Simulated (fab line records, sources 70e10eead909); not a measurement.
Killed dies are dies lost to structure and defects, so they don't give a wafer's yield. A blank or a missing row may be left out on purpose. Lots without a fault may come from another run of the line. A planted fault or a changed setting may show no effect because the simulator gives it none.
Which tool did it? | flow nand_harc | 13 lots, 39 wafers sampled, at 6 steps of a route of 1159

WHAT THE GAUGES READ, wafer by wafer
NHARC_P_STI_CD_MEAS_09: target cd 200 nm. Usual: cd_nm 198.4 nm, standard deviation 2.4.
lot  | measured    | on        | cd_nm (nm)        | flag
L725 | day 2 13:49 | cd_sem-02 | 197.7 202.0 196.4 |
L726 | day 2 13:52 | cd_sem-01 | 198.5 200.5 202.2 |
L727 | day 2 23:00 | cd_sem-03 | 201.1 198.8 199.7 |
L728 | day 3 07:01 | cd_sem-01 | 202.6 201.5 199.3 |
L730 | day 3 16:50 | cd_sem-03 | 195.8 197.5 199.8 |
L731 | day 4 04:04 | cd_sem-02 | 200.7 199.8 199.3 |
L733 | day 4 15:07 | cd_sem-01 | 196.5 196.2 195.0 |
L737 | day 5 12:54 | cd_sem-03 | 201.3 201.6 197.6 |
L744 | day 7 04:53 | cd_sem-01 | 196.2 197.3 197.8 |
L745 | day 7 12:00 | cd_sem-03 | 197.6 197.8 199.3 |
L747 | day 7 22:05 | cd_sem-01 | 197.7 197.4 199.3 |
L746 | day 7 22:14 | cd_sem-01 | 198.7 200.8 201.0 |
L748 | day 8 06:38 | cd_sem-02 | 197.4 197.9 195.3 |

NHARC_P_GATE_CD_MEAS_11: target cd 1640 nm. Usual: cd_nm 1638.8 nm, standard deviation 1.9.
lot  | measured    | on        | cd_nm (nm)           | flag
L725 | day 4 07:29 | cd_sem-01 | 1641.0 1636.7 1637.0 |
L726 | day 4 07:19 | cd_sem-01 | 1639.1 1636.7 1638.0 |
L727 | day 4 17:44 | cd_sem-02 | 1639.4 1639.6 1639.7 |
L728 | day 4 17:34 | cd_sem-03 | 1641.3 1637.4 1640.3 |
L730 | day 5 07:26 | cd_sem-02 | 1639.8 1642.0 1640.1 |
L731 | day 5 15:31 | cd_sem-01 | 1636.6 1636.6 1638.4 |
L733 | day 6 11:12 | cd_sem-01 | 1641.1 1638.5 1639.3 |
L737 | day 7 09:17 | cd_sem-01 | - - -                | OFF
L744 | day 8 23:12 | cd_sem-03 | 1640.1 1638.7 1640.9 |
L745 | day 8 23:03 | cd_sem-03 | 1637.6 1638.3 1638.4 |
L747 | day 9 14:22 | cd_sem-03 | 1639.3 1642.9 1639.0 |
L746 | day 9 14:31 | cd_sem-03 | 1640.3 1641.2 1642.7 |
L748 | day 9 18:54 | cd_sem-01 | 1635.9 1637.0 1639.2 |

NHARC_END_SORT_01. Usual: killed_at_array 29, standard deviation 10; killed_at_other 0.7, standard deviation 1.1; killed_at_periphery 3.2, standard deviation 2.2; killed_dies 33, standard deviation 11; killed_open 3.5, standard deviation 1.8; killed_short 2.0, standard deviation 1.4.
lot  | measured     | on        | killed_at_array | killed_at_other | killed_at_periphery | killed_dies | killed_open | killed_short | flag
L726 | day 20 20:20 | prober-02 | 36 38 41        | 1 0 0           | 7 2 4               | 44 40 45    | 6 3 2       | 3 1 1        |
L733 | day 21 19:02 | prober-02 | 29              | 1               | 6                   | 36          | 6           | 0            |
L737 | day 22 02:04 | prober-02 | 42 54 37        | 0 0 0           | 635 623 640         | 677 677 677 | 3 0 2       | 5 3 2        | OFF

WHICH TOOL RAN EACH LOT (tool, then ch and the chambers of the sampled wafers, then the start)
lot  | NHARC_P_GATE_EXPOSE_08           | NHARC_P_GATE_DESCUM_13            | NHARC_P_GATE_DEP_103
L725 | krf_scanner-02 ch 0, day 4 07:20 | rie_diel-13 ch 1,2,3, day 4 07:42 | pecvd-02 ch 1,2, day 4 22:03
L726 | krf_scanner-03 ch 0, day 4 07:10 | rie_diel-13 ch 2,3, day 4 07:29   | pecvd-03 ch 0,1, day 4 22:31
L727 | krf_scanner-03 ch 0, day 4 17:34 | rie_diel-01 ch 1,2, day 4 17:54   | pecvd-03 ch 0,1, day 5 06:37
L728 | krf_scanner-02 ch 0, day 4 17:25 | rie_diel-01 ch 1,2,3, day 4 17:46 | pecvd-04 ch 0,1,2, day 5 06:43
L730 | krf_scanner-01 ch 0, day 5 07:17 | rie_diel-01 ch 1,3, day 5 07:37   | pecvd-02 ch 1,2, day 5 22:04
L731 | krf_scanner-03 ch 0, day 5 15:22 | rie_diel-07 ch 0,1,2, day 5 15:42 | pecvd-03 ch 0,1, day 6 04:49
L733 | krf_scanner-01 ch 0, day 6 11:02 | rie_diel-01 ch 0,2,3, day 6 11:23 | pecvd-04 ch 0,1,2, day 7 00:28
L737 | krf_scanner-02 ch 0, day 7 09:07 | rie_diel-13 ch 0,3, day 7 09:27   | pecvd-03 ch 0,2, day 7 23:52
L744 | krf_scanner-02 ch 0, day 8 23:02 | rie_diel-01 ch 1,2,3, day 8 23:22 | pecvd-03 ch 1,2, day 9 13:11
L745 | krf_scanner-01 ch 0, day 8 22:54 | rie_diel-01 ch 1,2,3, day 8 23:14 | pecvd-02 ch 0,1,2, day 9 13:53
L747 | krf_scanner-02 ch 0, day 9 14:13 | rie_diel-01 ch 2,3, day 9 14:32   | pecvd-04 ch 0,1,2, day 10 03:43
L746 | krf_scanner-03 ch 0, day 9 14:22 | rie_diel-01 ch 1,2,3, day 9 14:41 | pecvd-04 ch 0,1,2, day 10 04:06
L748 | krf_scanner-03 ch 0, day 9 18:45 | rie_diel-13 ch 1,2,3, day 9 19:05 | pecvd-04 ch 1,2, day 10 10:59
- NHARC_P_GATE_EXPOSE_08: exposes mask P HV.
- NHARC_P_GATE_DESCUM_13: chemistry O2, time 3 s.
- NHARC_P_GATE_DEP_103: deposits SiON, target thk 30 nm.

WHAT THE TOOLS THEMSELVES READ (means of the sampled wafers that have a number; where no wafer has one, the mark that the record gives instead)
NHARC_P_GATE_DESCUM_13. Usual: drypump_motor_current_A 5.7 A, standard deviation 0.49; oes_product_au 0.996 a.u., standard deviation 0.011; rf_vpp_V 57.6 V, standard deviation 0.9; showerhead_plenum_p_Torr 1.89 Torr, standard deviation 0.073; throttle_valve_pct 11.310 %, standard deviation 0.0091.
lot  | tool        | drypump_motor_current_A (A) | oes_product_au (a.u.) | rf_vpp_V (V) | showerhead_plenum_p_Torr (Torr) | throttle_valve_pct (%) | flag
L725 | rie_diel-13 | 5.8                         | 0.998                 | 57.9         | 1.89                            | 11.308                 |
L726 | rie_diel-13 | 6.0                         | 1.005                 | 57.8         | 1.94                            | 11.314                 |
L727 | rie_diel-01 | 5.7                         | 0.998                 | 56.6         | 1.94                            | 11.316                 |
L728 | rie_diel-01 | 5.5                         | 0.995                 | 57.6         | 1.91                            | 11.309                 |
L730 | rie_diel-01 | 5.3                         | 0.997                 | 58.3         | 1.88                            | 11.312                 |
L731 | rie_diel-07 | 5.8                         | 0.995                 | 58.7         | 1.98                            | 11.310                 |
L733 | rie_diel-01 | 6.0                         | 0.995                 | 57.6         | 1.90                            | 11.313                 |
L737 | rie_diel-13 | 5.4                         | 1.001                 | 57.5         | 1.87                            | 11.318                 |
L744 | rie_diel-01 | 5.5                         | 0.989                 | 58.0         | 1.90                            | 11.303                 |
L745 | rie_diel-01 | 5.5                         | 0.988                 | 57.8         | 1.90                            | 11.307                 |
L747 | rie_diel-01 | 5.8                         | 0.998                 | 58.1         | 1.95                            | 11.310                 |
L746 | rie_diel-01 | 5.5                         | 0.995                 | 58.0         | 1.90                            | 11.305                 |
L748 | rie_diel-13 | 5.8                         | 1.004                 | 58.0         | 1.88                            | 11.303                 |

NHARC_P_GATE_DEP_103. Usual: heater_power_w 727 W, standard deviation 94; rf_fwd_power_W 348.7 W, standard deviation 1.
lot  | tool     | heater_power_w (W) | rf_fwd_power_W (W) | flag
L725 | pecvd-02 | 795                | 349.1              |
L726 | pecvd-03 | 741                | 348.3              |
L727 | pecvd-03 | 794                | 349.0              |
L728 | pecvd-04 | 691                | 348.7              |
L730 | pecvd-02 | 753                | 348.5              |
L731 | pecvd-03 | 685                | 348.7              |
L733 | pecvd-04 | 629                | 348.7              |
L737 | pecvd-03 | 746                | 348.7              |
L744 | pecvd-03 | 656                | 348.7              |
L745 | pecvd-02 | 802                | 350.0              |
L747 | pecvd-04 | 646                | 349.7              |
L746 | pecvd-04 | 674                | 349.7              |
L748 | pecvd-04 | 637                | 349.1              |

THE ANSWER, worked out from the rows above alone
Rule: a lot is off if the mean of its wafers that have a number lies more than 3 standard deviations from the usual mean. A lot without any number at a reading at which 4 lots or more have one is off too. The other lots that the step has rows for count as sound. The gauges are gone through in route order, then the tools' own readings, and for those a lot's mean is taken as printed above. The first step at which some lot is off is used, and at that step the reading that is off furthest; a lot without a number counts as furthest.
Off: L737, at NHARC_P_GATE_CD_MEAS_11 (cd_nm). Without a number there: L737.
A tool fits if, at a process step before that reading, it ran every lot that is off, and no sound lot after the first of them. The gauges at NHARC_P_GATE_CD_MEAS_11 aren't tried: what is off there is off at NHARC_END_SORT_01 too, on other tools, and a gauge's error can't cause that. None of those tried fits.

WHAT THE SIMULATOR HAD PUT IN
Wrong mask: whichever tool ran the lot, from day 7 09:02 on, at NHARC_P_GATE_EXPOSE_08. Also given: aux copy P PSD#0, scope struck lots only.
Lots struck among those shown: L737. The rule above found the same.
